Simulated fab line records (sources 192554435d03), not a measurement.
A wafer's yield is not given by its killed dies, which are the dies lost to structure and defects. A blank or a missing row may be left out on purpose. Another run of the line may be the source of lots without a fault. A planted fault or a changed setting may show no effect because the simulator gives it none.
Chamber matching / flow n5Finfet / rieDiel-04 running N5_BEOL_M2_ETCH_69: 4 sister chambers
The step etches SiARC in CF4, target depth 15.6 nm, time 26 s. 18 wafers are shown with their chamber, then 9 later ones without.

== WAFERS, EACH WITH ITS CHAMBER ==
wafer=L075.1; chamber=3; drypumpMotorCurrentA (A)=6.2; showerheadPlenumPTorr (Torr)=2.08; oesProductAu (a.u.)=0.68
wafer=L075.5; chamber=0; drypumpMotorCurrentA (A)=6.2; showerheadPlenumPTorr (Torr)=2.18; oesProductAu (a.u.)=0.77
wafer=L075.6; chamber=3; drypumpMotorCurrentA (A)=6.2; showerheadPlenumPTorr (Torr)=2.08; oesProductAu (a.u.)=0.69
wafer=L076.3; chamber=2; drypumpMotorCurrentA (A)=5.4; showerheadPlenumPTorr (Torr)=2.22; oesProductAu (a.u.)=0.63
wafer=L076.4; chamber=1; drypumpMotorCurrentA (A)=5.4; showerheadPlenumPTorr (Torr)=2.13; oesProductAu (a.u.)=0.59
wafer=L076.6; chamber=3; drypumpMotorCurrentA (A)=6.1; showerheadPlenumPTorr (Torr)=2.08; oesProductAu (a.u.)=0.69
wafer=L088.2; chamber=0; drypumpMotorCurrentA (A)=6.2; showerheadPlenumPTorr (Torr)=2.17; oesProductAu (a.u.)=0.74
wafer=L088.4; chamber=2; drypumpMotorCurrentA (A)=5.5; showerheadPlenumPTorr (Torr)=2.21; oesProductAu (a.u.)=0.62
wafer=L088.6; chamber=0; drypumpMotorCurrentA (A)=6.2; showerheadPlenumPTorr (Torr)=2.17; oesProductAu (a.u.)=0.73
wafer=L089.2; chamber=3; drypumpMotorCurrentA (A)=6.2; showerheadPlenumPTorr (Torr)=2.07; oesProductAu (a.u.)=0.67
wafer=L089.4; chamber=2; drypumpMotorCurrentA (A)=5.5; showerheadPlenumPTorr (Torr)=2.21; oesProductAu (a.u.)=0.61
wafer=L089.6; chamber=1; drypumpMotorCurrentA (A)=5.4; showerheadPlenumPTorr (Torr)=2.12; oesProductAu (a.u.)=0.59
wafer=L092.3; chamber=3; drypumpMotorCurrentA (A)=6.2; showerheadPlenumPTorr (Torr)=2.07; oesProductAu (a.u.)=0.66
wafer=L092.4; chamber=2; drypumpMotorCurrentA (A)=5.4; showerheadPlenumPTorr (Torr)=2.21; oesProductAu (a.u.)=0.60
wafer=L092.5; chamber=0; drypumpMotorCurrentA (A)=6.2; showerheadPlenumPTorr (Torr)=2.17; oesProductAu (a.u.)=0.74
wafer=L091.1; chamber=1; drypumpMotorCurrentA (A)=5.4; showerheadPlenumPTorr (Torr)=2.12; oesProductAu (a.u.)=0.58
wafer=L091.2; chamber=2; drypumpMotorCurrentA (A)=5.4; showerheadPlenumPTorr (Torr)=2.21; oesProductAu (a.u.)=0.61
wafer=L091.6; chamber=1; drypumpMotorCurrentA (A)=5.4; showerheadPlenumPTorr (Torr)=2.12; oesProductAu (a.u.)=0.58

SIGNATURES, as means of the wafers listed above
reading=drypumpMotorCurrentA; chamber 0=6.200; chamber 1=5.400; chamber 2=5.440; chamber 3=6.180; scatter within a chamber=0.0378
reading=showerheadPlenumPTorr; chamber 0=2.1725; chamber 1=2.1225; chamber 2=2.2120; chamber 3=2.0760; scatter within a chamber=0.005
reading=oesProductAu; chamber 0=0.7450; chamber 1=0.5850; chamber 2=0.6140; chamber 3=0.6780; scatter within a chamber=0.0125
Rule: a wafer lies at a distance from a chamber equal to the root of the sum of squares, over the readings, of (its reading less the chamber's mean, divided by the reading's scatter). The wafer belongs to the nearest chamber; if the next one is less than 2 further off, it can't be placed. How the scatter is found: for the shown wafers, subtract from each reading the mean of its chamber, square and add these, divide the total by (wafers less chambers), then take the root.

== WAFERS MISSING THEIR CHAMBER ==
wafer=L095.1; drypumpMotorCurrentA (A)=6.2; showerheadPlenumPTorr (Torr)=2.06; oesProductAu (a.u.)=0.65
wafer=L095.4; drypumpMotorCurrentA (A)=5.4; showerheadPlenumPTorr (Torr)=2.12; oesProductAu (a.u.)=0.57
wafer=L095.5; drypumpMotorCurrentA (A)=5.5; showerheadPlenumPTorr (Torr)=2.20; oesProductAu (a.u.)=0.60
wafer=L094.1; drypumpMotorCurrentA (A)=5.4; showerheadPlenumPTorr (Torr)=2.12; oesProductAu (a.u.)=0.58
wafer=L094.2; drypumpMotorCurrentA (A)=6.2; showerheadPlenumPTorr (Torr)=2.17; oesProductAu (a.u.)=0.72
wafer=L094.4; drypumpMotorCurrentA (A)=6.2; showerheadPlenumPTorr (Torr)=2.06; oesProductAu (a.u.)=0.65
wafer=L097.1; drypumpMotorCurrentA (A)=6.1; showerheadPlenumPTorr (Torr)=2.06; oesProductAu (a.u.)=0.64
wafer=L097.2; drypumpMotorCurrentA (A)=5.5; showerheadPlenumPTorr (Torr)=2.20; oesProductAu (a.u.)=0.60
wafer=L097.6; drypumpMotorCurrentA (A)=6.2; showerheadPlenumPTorr (Torr)=2.16; oesProductAu (a.u.)=0.71

== WHICH CHAMBER EACH ONE RAN IN ==
wafer=L095.1; from the rows above=3; in truth=3
wafer=L095.4; from the rows above=1; in truth=1
wafer=L095.5; from the rows above=2; in truth=2
wafer=L094.1; from the rows above=1; in truth=1
wafer=L094.2; from the rows above=0; in truth=0
wafer=L094.4; from the rows above=3; in truth=3
wafer=L097.1; from the rows above=3; in truth=3
wafer=L097.2; from the rows above=2; in truth=2
wafer=L097.6; from the rows above=0; in truth=0
9 of 9 placed correctly. Not placeable from these rows: 0. Wrongly placed: 0.
